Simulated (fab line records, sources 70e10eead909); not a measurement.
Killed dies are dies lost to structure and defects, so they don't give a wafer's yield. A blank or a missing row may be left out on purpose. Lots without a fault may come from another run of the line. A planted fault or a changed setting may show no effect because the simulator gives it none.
Problem report in the 8D (eight disciplines) form, filled by code | flow nand_harc | the parts of the form that need people (team, actions taken, sign-off) are left out

1. THE PROBLEM
sort_bin_3_pct at NHARC_END_SORT_01 reads a mean of 3.99 % on 3 wafers of 3 lots; wafers without a fault read 0.25 % with a standard deviation of 0.21. That is +18 standard deviations from the usual mean.
First seen on wafer L824.1, day 21 23:32, on prober-02. The record holds 19 wafers of 7 lots with a number at this step. Rule for "out", or "out of limits": more than 4 standard deviations from the usual mean. The other wafers with a number count as sound.

2. WHAT IT IS AND WHAT IT IS NOT
question                    | is                                                                                                              | is not
which readings at this step | sort_bin_3_pct, defect_limited_yield, killed_at_array, killed_dies, sort_bin_2_pct, sort_n_pass, sort_yield_pct | killed_at_other, killed_at_periphery, killed_open, killed_short, sort_rim_yield_pct
which lots                  | L822, L824, L826                                                                                                | L815, L818, L833, L835
which wafers of those lots  | L822.4, L824.1, L826.3                                                                                          | L822.2, L822.6, L824.5, L824.6
read on which gauges        | prober-01, prober-02                                                                                            | -
when                        | from day 21 23:32                                                                                               | up to then (6 sound wafers); but 10 sound wafers of L822, L824, L833, L835 came after

3. SUSPECTS, AND WHAT RULES EACH OUT
Counting: a tool at a process step up to the reading stays a suspect if it ran every lot that is out. Sound lots after the first of them don't rule it out here, since some wafers of a struck lot are sound.
- the gauge at NHARC_END_SORT_01: ruled out. The wafers that are out were read on 2 gauges (prober-01, prober-02).
- rie_diel-06 at NHARC_A_BONDPAD_ETCH_12 (etches the open film in CHF3/O2, target depth 220 nm, time 110 s): kept. It ran every lot that is out, first L822 (day 20 07:28); its last sound lot up to then is L815 (day 18 02:34).
- Within rie_diel-06 at NHARC_A_BONDPAD_ETCH_12: the wafers that are out ran in chamber 2; their sound lot-mates ran in chambers 0, 1.
Left after counting: rie_diel-06 at NHARC_A_BONDPAD_ETCH_12.

4. THE CAUSE (what the simulator had put in)
Chamber particle source: rie_diel-06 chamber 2, from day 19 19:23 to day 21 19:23, at NHARC_A_BONDPAD_ETCH_12. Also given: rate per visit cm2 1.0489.
Counting left only this tool.

5. THE CHAIN OF EFFECTS, in route order
Each row: a reading whose mean over the struck wafers that have a number lies more than 3 standard deviations from the usual. Only readings for which the record gives a usual standard deviation are gone through. hours: the time from each lot's start at the first step in this table that gives one to its start at this step, as a median over the lots. sigmas: the change in usual standard deviations.
hours | step              | reading              | usual  | on struck wafers | change | sigmas
0     | NHARC_END_SORT_01 | defect_limited_yield | 95.7 % | 82.1             | -13.6  | -9.7
0     | NHARC_END_SORT_01 | killed_at_array      | 25     | 116              | +91    | +9.9
0     | NHARC_END_SORT_01 | killed_dies          | 29     | 121              | +92    | +9.6
0     | NHARC_END_SORT_01 | sort_bin_2_pct       | 1.3 %  | 7.6              | +6.3   | +9.6
0     | NHARC_END_SORT_01 | sort_bin_3_pct       | 0.25 % | 3.99             | +3.74  | +18
0     | NHARC_END_SORT_01 | sort_bin_4_pct       | 2.8 %  | 6.3              | +3.5   | +3.9
0     | NHARC_END_SORT_01 | sort_n_pass          | 648    | 556              | -92    | -9.6
0     | NHARC_END_SORT_01 | sort_yield_pct       | 95.7 % | 82.1             | -13.6  | -9.7

6. WHAT WOULD HAVE CAUGHT IT SOONER
In this record the first reading out of limits at a measuring or inspecting step was taken at day 21 23:32, 52 hours after the fault began at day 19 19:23.
Of the tool readings at NHARC_A_BONDPAD_ETCH_12 for which the record gives a usual standard deviation, none was out on any struck wafer, so an alarm limit of 4 standard deviations on them would not have fired.
All the lots that are out (3) had begun NHARC_A_BONDPAD_ETCH_12 on rie_diel-06 by day 21 23:32. A hold on the tool at that time would have spared none of them.
